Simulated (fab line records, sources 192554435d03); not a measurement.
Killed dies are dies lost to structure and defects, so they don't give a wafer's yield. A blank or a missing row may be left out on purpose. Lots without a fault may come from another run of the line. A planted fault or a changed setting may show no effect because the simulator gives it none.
Which tool did it? | flow n5_finfet | 9 lots, 27 wafers sampled, at 6 steps of a route of 1938

WHAT THE GAUGES READ, wafer by wafer
N5_PMOS_HMC_CHANNEL_EPI_OVL_MEAS_10. Usual: PMOS_HMC_BLK_OVL -0.5 nm, standard deviation 0.62.
lot  | measured    | on         | PMOS_HMC_BLK_OVL (nm) | flag
L621 | day 1 17:11 | overlay-01 | -0.3 0.8 -0.5         |
L626 | day 2 23:10 | overlay-02 | -0.6 -1.4 -0.7        |
L631 | day 4 05:16 | overlay-01 | -0.3 -0.2 0.2         |
L633 | day 4 18:17 | overlay-01 | -0.6 -0.6 -0.4        |
L634 | day 5 00:44 | overlay-02 | 0.8 0.6 0.1           |
L635 | day 5 06:28 | overlay-01 | -0.5 -0.6 -1.3        |
L636 | day 5 12:42 | overlay-01 | -1.0 -0.5 -0.6        |
L642 | day 6 23:55 | overlay-02 | -0.9 -1.5 -0.6        |
L644 | day 7 11:14 | overlay-02 | -0.3 -0.6 0.0         |

N5_PMOS_HMC_CHANNEL_EPI_THK_MEAS_22. Usual: HMC_CMP_THK 53.7 nm, standard deviation 0.68.
lot  | measured    | on            | HMC_CMP_THK (nm) | flag
L621 | day 1 19:41 | film_metro-02 | 54.4 53.4 53.0   |
L626 | day 3 02:12 | film_metro-01 | 54.1 53.7 53.8   |
L631 | day 4 08:24 | film_metro-01 | 53.6 53.8 54.3   |
L633 | day 4 20:41 | film_metro-02 | 55.3 53.2 53.7   |
L634 | day 5 04:50 | film_metro-01 | 53.5 52.6 52.9   |
L635 | day 5 08:52 | film_metro-02 | 59.4 54.3 52.6   |
L636 | day 5 15:19 | film_metro-02 | 58.6 53.4 55.0   |
L642 | day 7 02:35 | film_metro-02 | 52.9 53.7 53.5   |
L644 | day 7 13:36 | film_metro-02 | 53.6 53.1 53.5   |

N5_BEOL_M4_RC_MEAS_101. Usual: CJ_P 5.81, standard deviation 0.17; DIBL_N 36.3 mV/V, standard deviation 1.2; DIBL_P 36.1 mV/V, standard deviation 1.6; IOFF_N 0.161 nA/um, standard deviation 0.023; IOFF_P 0.209 nA/um, standard deviation 0.027; IOFF_P_85C 3.6 nA/um, standard deviation 0.4; IOFF_P_LIN 0.100 nA/um, standard deviation 0.01; IOFF_P_LONG 0.000107 nA/um, standard deviation 9e-06; ION_N 676 uA/um, standard deviation 8.9; ION_P 462 uA/um, standard deviation 5.3; SS_N 71.5 mV/dec, standard deviation 0.51; SS_P 73.2 mV/dec, standard deviation 0.5; VT_N 249.1 mV, standard deviation 2.5; VT_P -249.9 mV, standard deviation 2.8.
lot  | measured     | on        | CJ_P           | DIBL_N (mV/V)  | DIBL_P (mV/V)  | IOFF_N (nA/um)    | IOFF_P (nA/um)    | IOFF_P_85C (nA/um) | IOFF_P_LIN (nA/um) | IOFF_P_LONG (nA/um)        | ION_N (uA/um) | ION_P (uA/um) | SS_N (mV/dec)  | SS_P (mV/dec)  | VT_N (mV)         | VT_P (mV)            | flag
L621 | day 7 12:20  | prober-02 | 5.92 5.90 5.86 | 36.5 35.7 34.8 | 36.8 35.0 33.1 | 0.164 0.142 0.129 | 0.203 0.183 0.157 | 3.5 3.2 2.8        | 0.095 0.089 0.080  | 0.000103 0.000104 0.000105 | 671 672 667   | 460 457 451   | 71.8 70.8 71.7 | 72.7 73.3 73.5 | 246.1 247.2 250.9 | -251.8 -253.2 -255.5 |
L626 | day 9 04:35  | prober-02 | 5.88 5.83 5.87 | 37.6 36.4 37.9 | 36.7 36.1 37.3 | 0.184 0.168 0.192 | 0.262 0.241 0.272 | 4.5 4.2 4.6        | 0.124 0.116 0.127  | 0.00013 0.000132 0.000131  | 682 686 678   | 471 468 465   | 71.5 71.5 71.8 | 73.2 73.4 73.4 | 245.7 247.2 248.0 | -246.9 -244.0 -243.8 |
L631 | day 10 10:28 | prober-01 | 5.78 5.66 5.63 | 36.6 36.6 36.2 | 36.6 37.1 36.4 | 0.164 0.165 0.150 | 0.206 0.209 0.196 | 3.6 3.7 3.4        | 0.103 0.103 0.099  | 0.000112 0.00011 0.000109  | 684 687 673   | 463 465 457   | 71.7 71.4 70.7 | 72.9 73.7 73.0 | 246.6 249.3 248.3 | -249.0 -247.0 -250.7 |
L633 | day 11 06:47 | prober-02 | 5.32 5.81 5.72 | 36.9 35.8 36.5 | 36.3 35.2 35.7 | 0.165 0.153 0.152 | 0.255 0.231 0.236 | 4.3 3.9 4.0        | 0.119 0.113 0.114  | 0.000121 0.000128 0.000128 | 678 678 671   | 471 470 467   | 71.0 71.1 71.5 | 72.7 72.7 73.2 | 247.4 244.7 248.8 | -244.3 -244.4 -244.2 |
L634 | day 11 01:43 | prober-02 | 5.91 6.02 6.00 | 38.5 38.4 36.0 | 37.1 37.0 35.3 | 0.182 0.186 0.138 | 0.229 0.229 0.193 | 4.0 4.1 3.5        | 0.107 0.108 0.096  | 0.00011 0.000113 0.000111  | 678 671 658   | 466 459 455   | 72.4 72.5 71.4 | 73.8 73.3 73.3 | 249.7 249.1 255.3 | -249.3 -247.8 -251.9 |
L635 | day 11 15:14 | prober-02 | 3.63 5.68 6.02 | 36.4 37.0 35.9 | 45.9 36.8 36.1 | 0.165 0.178 0.161 | 0.812 0.193 0.187 | 11.3 3.4 3.3       | 0.129 0.090 0.089  | 6.9e-05 8.7e-05 9.6e-05    | 666 674 671   | 434 456 455   | 72.0 71.8 70.9 | 84.4 74.2 73.5 | 247.4 249.3 249.5 | -251.6 -253.1 -253.2 | OFF
L636 | day 11 09:02 | prober-02 | 3.68 5.82 5.53 | 35.0 35.7 34.0 | 51.8 35.9 33.4 | 0.151 0.160 0.135 | 1.636 0.204 0.174 | 20.4 3.6 3.1       | 0.170 0.097 0.087  | 8.1e-05 0.000104 9.7e-05   | 676 672 665   | 438 462 457   | 71.9 71.9 71.0 | 90.2 73.4 72.6 | 247.9 250.1 251.5 | -248.1 -250.7 -253.3 | OFF
L642 | day 12 20:45 | prober-02 | 5.85 5.79 5.82 | 34.3 35.8 36.0 | 35.7 36.9 37.6 | 0.117 0.135 0.138 | 0.192 0.214 0.222 | 3.5 3.8 3.9        | 0.094 0.103 0.105  | 0.000113 0.000112 0.000113 | 663 666 673   | 461 463 467   | 71.9 71.0 71.6 | 72.9 73.7 73.1 | 254.1 254.6 254.9 | -252.3 -249.9 -250.0 |
L644 | day 13 22:22 | prober-01 | 5.87 5.99 5.91 | 37.1 36.0 35.0 | 36.4 35.6 34.3 | 0.166 0.143 0.132 | 0.217 0.202 0.178 | 3.9 3.6 3.3        | 0.105 0.100 0.091  | 0.000107 0.000109 0.000108 | 679 674 662   | 465 463 457   | 71.8 71.9 71.6 | 73.3 73.1 73.4 | 250.1 250.6 251.1 | -246.2 -248.4 -248.6 |

WHICH TOOL RAN EACH LOT (tool, then ch and the chambers of the sampled wafers, then the start)
lot  | N5_WELL_APT_EPI_41             | N5_PMOS_HMC_CHANNEL_EPI_FIN_RECESS_16 | N5_PMOS_HMC_CHANNEL_EPI_CMP_21
L621 | epi_rpcvd-01 ch 0, day 1 16:25 | rie_si-01 ch 1,2,3, day 1 17:43       | cmp-04 ch 0,1,2, day 1 19:23
L626 | epi_rpcvd-02 ch 0, day 2 22:11 | rie_si-06 ch 0,2,3, day 3 00:23       | cmp-01 ch 1,2, day 3 01:55
L631 | epi_rpcvd-01 ch 0, day 4 04:15 | rie_si-05 ch 0,1,2, day 4 06:11       | cmp-01 ch 1,3, day 4 08:08
L633 | epi_rpcvd-01 ch 0, day 4 17:22 | rie_si-01 ch 0,1,3, day 4 18:55       | cmp-01 ch 2,3, day 4 20:25
L634 | epi_rpcvd-03 ch 0, day 4 23:42 | rie_si-06 ch 0,1,2, day 5 02:37       | cmp-03 ch 1,2,3, day 5 04:34
L635 | epi_rpcvd-02 ch 0, day 5 05:22 | rie_si-01 ch 0,1,3, day 5 07:04       | cmp-01 ch 1,2, day 5 08:37
L636 | epi_rpcvd-01 ch 0, day 5 11:23 | rie_si-01 ch 0,1,2, day 5 13:31       | cmp-01 ch 0,1,2, day 5 15:02
L642 | epi_rpcvd-03 ch 0, day 6 22:55 | rie_si-06 ch 0,1,2, day 7 00:47       | cmp-04 ch 0,1,3, day 7 02:19
L644 | epi_rpcvd-01 ch 0, day 7 10:11 | rie_si-06 ch 2,3, day 7 11:48         | cmp-03 ch 1,2,3, day 7 13:18
- N5_WELL_APT_EPI_41: deposits Si from SiH4/H2, target thk 50 nm, time 297.7 s.
- N5_PMOS_HMC_CHANNEL_EPI_FIN_RECESS_16: chemistry HBr/Cl2, target Si, target depth 54 nm, time 18 s.
- N5_PMOS_HMC_CHANNEL_EPI_CMP_21: polishes SiGe30, target thk 54 nm.

WHAT THE TOOLS THEMSELVES READ (means of the sampled wafers that have a number; where no wafer has one, the mark that the record gives instead)
N5_WELL_APT_EPI_41. Usual: susceptor_temp_C 650.01 C, standard deviation 0.28; throttle_valve_pct 11.0 %, standard deviation 0.32.
lot  | tool         | susceptor_temp_C (C) | throttle_valve_pct (%) | flag
L621 | epi_rpcvd-01 | 649.82               | 10.6                   |
L626 | epi_rpcvd-02 | 650.38               | 11.5                   |
L631 | epi_rpcvd-01 | 650.41               | 10.6                   |
L633 | epi_rpcvd-01 | 649.97               | 10.6                   |
L634 | epi_rpcvd-03 | 649.87               | 11.0                   |
L635 | epi_rpcvd-02 | 649.97               | 11.4                   |
L636 | epi_rpcvd-01 | 650.00               | 10.6                   |
L642 | epi_rpcvd-03 | 650.16               | 11.0                   |
L644 | epi_rpcvd-01 | 649.68               | 10.8                   |

N5_PMOS_HMC_CHANNEL_EPI_FIN_RECESS_16. Usual: drypump_motor_current_A 5.7 A, standard deviation 0.4; oes_product_au 0.989 a.u., standard deviation 0.014; throttle_valve_pct 35.48 %, standard deviation 0.27.
lot  | tool      | drypump_motor_current_A (A) | oes_product_au (a.u.) | throttle_valve_pct (%) | flag
L621 | rie_si-01 | 5.8                         | 0.978                 | 35.42                  |
L626 | rie_si-06 | 5.8                         | 0.988                 | 35.52                  |
L631 | rie_si-05 | 5.7                         | 0.989                 | 35.30                  |
L633 | rie_si-01 | 5.3                         | 0.986                 | 35.40                  |
L634 | rie_si-06 | 5.9                         | 0.992                 | 35.46                  |
L635 | rie_si-01 | 5.4                         | 0.975                 | 35.41                  |
L636 | rie_si-01 | 5.5                         | 0.996                 | 35.56                  |
L642 | rie_si-06 | 5.9                         | 0.994                 | 35.45                  |
L644 | rie_si-06 | 5.7                         | 0.980                 | 35.30                  |

N5_PMOS_HMC_CHANNEL_EPI_CMP_21. Usual: motor_current_A 12.6 A, standard deviation 1.4.
lot  | tool   | motor_current_A (A) | flag
L621 | cmp-04 | 11.7                |
L626 | cmp-01 | 14.5                |
L631 | cmp-01 | 12.6                |
L633 | cmp-01 | 11.9                |
L634 | cmp-03 | 12.7                |
L635 | cmp-01 | 14.9                |
L636 | cmp-01 | 13.8                |
L642 | cmp-04 | 12.0                |
L644 | cmp-03 | 12.5                |

THE ANSWER, worked out from the rows above alone
Rule: a lot is off if the mean of its wafers that have a number lies more than 3 standard deviations from the usual mean. A lot without any number at a reading at which 4 lots or more have one is off too. The other lots that the step has rows for count as sound. The gauges are gone through in route order, then the tools' own readings, and for those a lot's mean is taken as printed above. The first step at which some lot is off is used, and at that step the reading that is off furthest; a lot without a number counts as furthest.
Off: L635, L636, at N5_BEOL_M4_RC_MEAS_101 (IOFF_P).
A tool fits if, at a process step before that reading, it ran every lot that is off, and no sound lot after the first of them. The gauges at N5_BEOL_M4_RC_MEAS_101 are tried like those tools. Can't be told from this: 2 tools fit, rie_si-01 at N5_PMOS_HMC_CHANNEL_EPI_FIN_RECESS_16, cmp-01 at N5_PMOS_HMC_CHANNEL_EPI_CMP_21.

WHAT THE SIMULATOR HAD PUT IN
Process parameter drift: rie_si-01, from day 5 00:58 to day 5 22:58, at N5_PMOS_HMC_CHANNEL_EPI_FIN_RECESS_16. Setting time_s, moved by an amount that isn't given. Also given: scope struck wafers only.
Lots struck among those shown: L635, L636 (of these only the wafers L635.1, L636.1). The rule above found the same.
